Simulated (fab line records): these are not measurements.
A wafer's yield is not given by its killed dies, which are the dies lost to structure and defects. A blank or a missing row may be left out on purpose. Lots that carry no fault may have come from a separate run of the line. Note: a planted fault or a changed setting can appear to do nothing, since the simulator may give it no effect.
What tool caused it? ; flow n5_finfet ; 8 lots, 22 wafers sampled, at 8 steps of a route of 1938

== WHAT THE GAUGES SHOWED, per wafer ==
N5_BEOL_M0_SAQP_INSPECT_16: inspects for defects (brightfield). Usual: raw_defect_count at 488, with a standard deviation of 110.
lot;measured;on;raw_defect_count;flag
L107;day 6 11:18;defect_inspect-02;700 474 510;
L108;day 6 18:24;defect_inspect-02;435 262 582;
L109;day 7 02:32;defect_inspect-02;608 486;
L120;day 9 16:53;defect_inspect-02;483 742 646;
L122;day 10 02:28;defect_inspect-02;1677 1773 1641;OFF
L124;day 10 23:41;defect_inspect-01;1927 2067 1929;OFF
L125;day 11 01:16;defect_inspect-01;452 716 442;
L126;day 11 06:52;defect_inspect-02;632 501;

N5_BEOL_M0_SAQP_INSPECT_42: inspects for defects (brightfield). Usual: raw_defect_count at 307, with a standard deviation of 77.
lot;measured;on;raw_defect_count;flag
L107;day 6 15:37;defect_inspect-02;596 348 256;
L108;day 6 22:21;defect_inspect-02;301 203 380;
L109;day 7 07:28;defect_inspect-01;421 350;
L120;day 9 20:41;defect_inspect-02;303 344 371;
L122;day 10 06:59;defect_inspect-01;1579 1623 1514;OFF
L124;day 11 03:45;defect_inspect-02;1739 1796 1910;OFF
L125;day 11 05:20;defect_inspect-01;212 413 229;
L126;day 11 10:51;defect_inspect-01;399 271;

N5_BEOL_M0_CUTY_INSPECT_59: inspects for defects (macro). Usual: raw_defect_count at 2.0, with a standard deviation of 1.6.
lot;measured;on;raw_defect_count;flag
L107;day 6 16:53;defect_inspect-01;5 3 2;
L108;day 7 00:11;defect_inspect-02;2 3 0;
L109;day 7 09:09;defect_inspect-01;4 0;
L120;day 9 21:57;defect_inspect-01;0 2 1;
L122;day 10 08:31;defect_inspect-02;>300 >300 >300;OFF
L124;day 11 05:28;defect_inspect-02;>300 >300 >300;OFF
L125;day 11 06:56;defect_inspect-01;0 1 3;
L126;day 11 12:07;defect_inspect-01;2 2;

N5_BEOL_M4_RC_MEAS_101. Usual: DIBL_N 35.8 mV/V, standard deviation 1.5; DIBL_P 35.9 mV/V, standard deviation 1.8; IOFF_N 0.152 nA/um, standard deviation 0.025; IOFF_P 0.21 nA/um, standard deviation 0.031; ION_N 672 uA/um, standard deviation 11; ION_P 462 uA/um, standard deviation 7.4; SS_N 71.5 mV/dec, standard deviation 0.52; SS_P 73.2 mV/dec, standard deviation 0.54; VT_N 250 mV, standard deviation 3; VT_P -250 mV, standard deviation 3.3.
lot;measured;on;DIBL_N (mV/V);DIBL_P (mV/V);IOFF_N (nA/um);IOFF_P (nA/um);ION_N (uA/um);ION_P (uA/um);SS_N (mV/dec);SS_P (mV/dec);VT_N (mV);VT_P (mV);flag
L107;day 9 07:46;prober-01;33.9 34.9 34.1;34.8 35.9 35.4;0.122 0.143 0.125;0.16 0.17 0.16;670 674 665;457 452 459;70.9 70.7 71.5;72.9 73.0 72.6;250 251 251;-254 -252 -256;
L108;day 9 10:22;prober-02;36.1 36.7 36.1;34.1 34.2 35.3;0.143 0.153 0.155;0.20 0.20 0.22;678 659 664;465 449 461;71.3 71.6 70.4;73.3 73.1 73.9;251 249 248;-249 -247 -247;
L109;day 10 03:01;prober-02;36.8 37.5;38.6 38.5;0.155 0.170;0.19 0.20;678 676;459 463;71.0 70.9;73.4 73.9;252 251;-252 -254;
L120;day 12 20:54;prober-01;34.6 36.3 35.0;35.8 37.8 36.7;0.160 0.185 0.175;0.20 0.24 0.22;672 692 701;456 470 472;71.6 71.3 71.0;73.2 73.8 73.5;247 245 246;-250 -250 -250;
L122;day 12 21:50;prober-02;36.3 36.0 35.3;38.6 39.4 37.1;0.179 0.177 0.159;0.24 0.26 0.22;677 689 683;463 477 462;71.6 71.5 71.4;73.8 73.7 73.4;247 248 251;-249 -248 -249;
L124;day 13 12:31;prober-02;33.7 33.9 34.5;34.6 34.2 34.7;0.135 0.133 0.145;0.20 0.19 0.20;662 664 653;465 455 455;71.3 71.8 71.4;72.6 73.0 73.2;251 253 254;-249 -251 -252;
L125;day 13 15:20;prober-01;36.0 35.9 35.4;35.4 35.9 35.1;0.146 0.154 0.144;0.22 0.23 0.21;676 678 693;467 466 468;71.5 71.8 71.3;73.1 73.0 72.4;251 246 251;-249 -248 -248;
L126;day 14 09:00;prober-02;35.6 35.0;35.7 34.9;0.151 0.137;0.21 0.19;666 675;465 472;71.9 71.3;73.4 72.8;251 256;-251 -253;

== EACH LOT AND THE TOOL THAT RAN IT (in order: tool; ch and the chambers of the sampled wafers; start) ==
lot;N5_MOL_CONTACT_COAG_ETCH_124;N5_MOL_CONTACT_COAG_CMP_52;N5_BEOL_M0_SAQP_PECVD_00;N5_BEOL_M0_SAQP_PECVD_03
L107;rie_diel-02 ch 0,2,3, day 6 03:38;cmp-03 ch 2,3, day 6 04:26;pecvd-03 ch 0,1,2, day 6 08:07;pecvd-04 ch 0,1, day 6 10:33
L108;rie_diel-04 ch 2,3, day 6 12:14;cmp-04 ch 1,3, day 6 13:07;pecvd-02 ch 0,1,2, day 6 16:47;pecvd-04 ch 0,1,2, day 6 17:47
L109;rie_diel-04 ch 0,3, day 6 20:48;cmp-01 ch 1,2, day 6 21:43;pecvd-03 ch 0,2, day 7 01:15;pecvd-02 ch 0,1, day 7 01:48
L120;rie_diel-02 ch 0,1,3, day 9 09:44;cmp-04 ch 0,3, day 9 10:38;pecvd-02 ch 0,1, day 9 14:29;pecvd-03 ch 1,2, day 9 16:07
L122;rie_diel-03 ch 0,3, day 9 19:20;cmp-01 ch 1,2, day 9 20:07;pecvd-03 ch 0,1,2, day 9 23:49;pecvd-04 ch 0,1, day 10 01:43
L124;rie_diel-04 ch 0,1,3, day 10 12:44;cmp-03 ch 0,3, day 10 14:06;pecvd-02 ch 0,2, day 10 20:32;pecvd-04 ch 0,1, day 10 22:55
L125;rie_diel-02 ch 1,3, day 10 19:22;cmp-03 ch 0,1,3, day 10 20:08;pecvd-02 ch 0,1, day 10 23:49;pecvd-03 ch 1,2, day 11 00:31
L126;rie_diel-02 ch 2,3, day 11 00:19;cmp-03 ch 1,2, day 11 01:10;pecvd-02 ch 0, day 11 04:47;pecvd-03 ch 1,2, day 11 06:07
- N5_MOL_CONTACT_COAG_ETCH_124: etches SiNx in CH3F/O2, stops on SiOC, target depth 6.5 nm.
- N5_MOL_CONTACT_COAG_CMP_52: polishes, stops on SiO2, t overpolish 1.5 s, target thk 66.5 nm.
- N5_BEOL_M0_SAQP_PECVD_00: deposits SiCN from 3MS/NH3, target thk 8 nm, time 14 s.
- N5_BEOL_M0_SAQP_PECVD_03: deposits SiCN from 3MS/NH3, target thk 12 nm, time 21.1 s.

== AS READ BY THE TOOLS THEMSELVES (means over the sampled wafers that have a number; for cases with no such wafer, the mark the record gives instead) ==
N5_MOL_CONTACT_COAG_ETCH_124. Usual: value, then standard deviation, for each; drypump_motor_current_A 5.5 A / 0.49; oes_ar_750_au 0.80 a.u. / 0.091; oes_product_au 0.68 a.u. / 0.08; rf_fwd_power_W 391.3 W / 1.4; rf_vpp_V 301 V / 5.1; showerhead_plenum_p_Torr 1.99 Torr / 0.074; throttle_valve_pct 16.33 % / 0.29.
lot;tool;drypump_motor_current_A (A);oes_ar_750_au (a.u.);oes_product_au (a.u.);rf_fwd_power_W (W);rf_vpp_V (V);showerhead_plenum_p_Torr (Torr);throttle_valve_pct (%);flag
L107;rie_diel-02;5.2;0.85;0.73;393.6;299;2.00;16.32;
L108;rie_diel-04;5.5;0.70;0.60;391.7;298;1.97;16.45;
L109;rie_diel-04;5.6;0.69;0.59;390.1;300;1.96;16.45;
L120;rie_diel-02;5.6;0.84;0.73;392.1;300;1.99;16.22;
L122;rie_diel-03;5.5;0.79;0.66;391.7;298;2.04;16.43;
L124;rie_diel-04;5.7;0.84;0.72;390.8;302;1.99;16.25;
L125;rie_diel-02;5.7;0.88;0.76;391.9;302;2.07;16.00;
L126;rie_diel-02;5.2;0.83;0.71;392.9;299;2.02;16.16;

N5_MOL_CONTACT_COAG_CMP_52. Usual: motor_current_A 11.8 A, standard deviation 1.4; overpolish_run_s 1.500 s, standard deviation 0.0086; time_to_endpoint_s 12.6 s, standard deviation 2.2.
lot;tool;motor_current_A (A);overpolish_run_s (s);time_to_endpoint_s (s);flag
L107;cmp-03;11.6;1.496;12.5;
L108;cmp-04;12.6;1.500;12.2;
L109;cmp-01;10.6;1.491;15.8;
L120;cmp-04;12.6;1.510;14.3;
L122;cmp-01;10.5;1.501;13.4;
L124;cmp-03;10.4;1.500;16.0;
L125;cmp-03;11.6;1.505;13.5;
L126;cmp-03;13.8;1.496;14.4;

N5_BEOL_M0_SAQP_PECVD_00. Usual: chamber_pressure_Torr 3.000 Torr, standard deviation 0.0062; rf_fwd_power_W 198.2 W, standard deviation 0.94; showerhead_plenum_p_Torr 3.667 Torr, standard deviation 0.011; throttle_valve_pct 9.0 %, standard deviation 0.46.
lot;tool;chamber_pressure_Torr (Torr);rf_fwd_power_W (W);showerhead_plenum_p_Torr (Torr);throttle_valve_pct (%);flag
L107;pecvd-03;2.999;198.9;3.669;8.8;
L108;pecvd-02;3.004;197.9;3.672;9.5;
L109;pecvd-03;2.992;197.4;3.657;8.7;
L120;pecvd-02;2.998;197.8;3.675;9.3;
L122;pecvd-03;3.002;198.8;3.669;8.9;
L124;pecvd-02;2.996;197.4;3.664;9.6;
L125;pecvd-02;3.000;197.9;3.674;9.3;
L126;pecvd-02;2.995;196.8;3.673;10.1;

N5_BEOL_M0_SAQP_PECVD_03. Usual: chamber_pressure_Torr 2.999 Torr, standard deviation 0.0065; rf_fwd_power_W 198.9 W, standard deviation 1; showerhead_plenum_p_Torr 3.665 Torr, standard deviation 0.012; throttle_valve_pct 9.0 %, standard deviation 0.44.
lot;tool;chamber_pressure_Torr (Torr);rf_fwd_power_W (W);showerhead_plenum_p_Torr (Torr);throttle_valve_pct (%);flag
L107;pecvd-04;2.996;199.7;3.660;8.9;
L108;pecvd-04;2.998;199.9;3.648;9.1;
L109;pecvd-02;2.998;198.2;3.669;9.4;
L120;pecvd-03;2.992;199.2;3.683;8.7;
L122;pecvd-04;2.999;199.4;3.660;8.8;
L124;pecvd-04;3.002;199.6;3.661;8.6;
L125;pecvd-03;2.997;199.1;3.668;8.6;
L126;pecvd-03;3.008;198.6;3.672;8.7;

== THE ANSWER, worked out from the rows above alone ==
Rule: a lot counts as off when the mean over its wafers that have a number is more than 3 standard deviations away from the usual mean. Also off: a lot with no number at a reading for which 4 or more lots have one. Where the step has rows for the other lots, those lots are counted as sound. Order of review: gauges by route order, followed by the tools' own readings, for which a lot's mean as printed above is used. At the first step where some lot is off, the reading lying furthest off is the one used; lots without a number count as furthest.
Off: L122, L124, at N5_BEOL_M0_SAQP_INSPECT_16 (raw_defect_count).
If a tool, at a process step before that reading, ran all the lots that are off and no sound lot after the first of them, it fits. Those tools and the gauges at N5_BEOL_M0_SAQP_INSPECT_16 are tried in the same way. One fits: pecvd-04 at N5_BEOL_M0_SAQP_PECVD_03. Its last sound lot is L108 (day 6 17:47), its first lot that is off L122 (day 10 01:43): a fault that began between those two fits.

== WHAT WAS PUT IN BY THE SIMULATOR ==
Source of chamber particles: pecvd-04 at N5_BEOL_M0_SAQP_PECVD_03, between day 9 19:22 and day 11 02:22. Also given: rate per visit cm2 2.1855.
Struck lots among those shown: L122, L124. The rule above reached the same finding.
